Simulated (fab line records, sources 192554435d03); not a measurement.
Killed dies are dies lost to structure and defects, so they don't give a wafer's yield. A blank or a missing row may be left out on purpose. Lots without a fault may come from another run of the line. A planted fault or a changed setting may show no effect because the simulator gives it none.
Problem report in the 8D (eight disciplines) form, filled by code | flow n5_finfet | the parts of the form that need people (team, actions taken, sign-off) are left out

1. THE PROBLEM
SDB_OVL at N5_SDB_OVL_MEAS_12 reads a mean of 14.1 nm on 6 wafers of 2 lots; wafers without a fault read 0.1 nm with a standard deviation of 0.87. That is +16 standard deviations from the usual mean.
First seen on wafer L816.2, day 7 10:53, on overlay-02. The record holds 33 wafers of 11 lots with a number at this step. Rule for "out", or "out of limits": more than 4 standard deviations from the usual mean. The other wafers with a number count as sound.

2. WHAT IT IS AND WHAT IT IS NOT
question                    | is                     | is not
which readings at this step | SDB_OVL                | -
which lots                  | L816, L819             | L803, L804, L805, L806, L810, L812, L822, L823, L824
which wafers of those lots  | all that have a number | -
read on which gauges        | overlay-02             | overlay-01
when                        | from day 7 10:53       | up to then (18 sound wafers); but 9 sound wafers of L822, L823, L824 came after

3. SUSPECTS, AND WHAT RULES EACH OUT
Counting: a tool at a process step up to the reading stays a suspect if it ran every lot that is out and no sound lot after the first of them.
- the gauge at N5_SDB_OVL_MEAS_12: ruled out. All the wafers that are out were read on overlay-02, but those of them that N5_PASSIVATION_PROBE_49 has rows for are out there too, on other tools.
- arfi_scanner-03 at N5_SDB_EXPOSE_08 (exposes mask SDB): kept. It ran every lot that is out, first L816 (day 7 10:44), and no sound lot after that; its last sound lot up to then is L806 (day 5 05:08).
Left after counting: arfi_scanner-03 at N5_SDB_EXPOSE_08.

4. THE CAUSE (what the simulator had put in)
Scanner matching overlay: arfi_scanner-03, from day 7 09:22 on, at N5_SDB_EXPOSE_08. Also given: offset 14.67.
Counting left only this tool.

5. THE CHAIN OF EFFECTS, in route order
Each row: a reading whose mean over the struck wafers that have a number lies more than 3 standard deviations from the usual. Only readings for which the record gives a usual standard deviation are gone through. hours: the time from each lot's start at the first step in this table that gives one to its start at this step, as a median over the lots. sigmas: the change in usual standard deviations.
hours | step                    | reading             | usual  | on struck wafers | change | sigmas
0     | N5_SDB_OVL_MEAS_12      | SDB_OVL             | 0.1 nm | 14.1             | +14.0  | +16
255   | N5_PASSIVATION_PROBE_49 | killed_at_front_end | 40     | 1124             | +1084  | +90
255   | N5_PASSIVATION_PROBE_49 | killed_dies         | 105    | 1180             | +1075  | +67
255   | N5_PASSIVATION_PROBE_49 | killed_on_rim       | 14     | 152              | +138   | +31
The process steps in it:
- N5_PASSIVATION_PROBE_49

6. WHAT WOULD HAVE CAUGHT IT SOONER
In this record the first reading out of limits at a measuring or inspecting step was taken at day 7 10:53, 2 hours after the fault began at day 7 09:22.
Of the lots that are out (2), L819 began N5_SDB_EXPOSE_08 on arfi_scanner-03 after day 7 10:53. A hold on the tool at that time would have spared it.
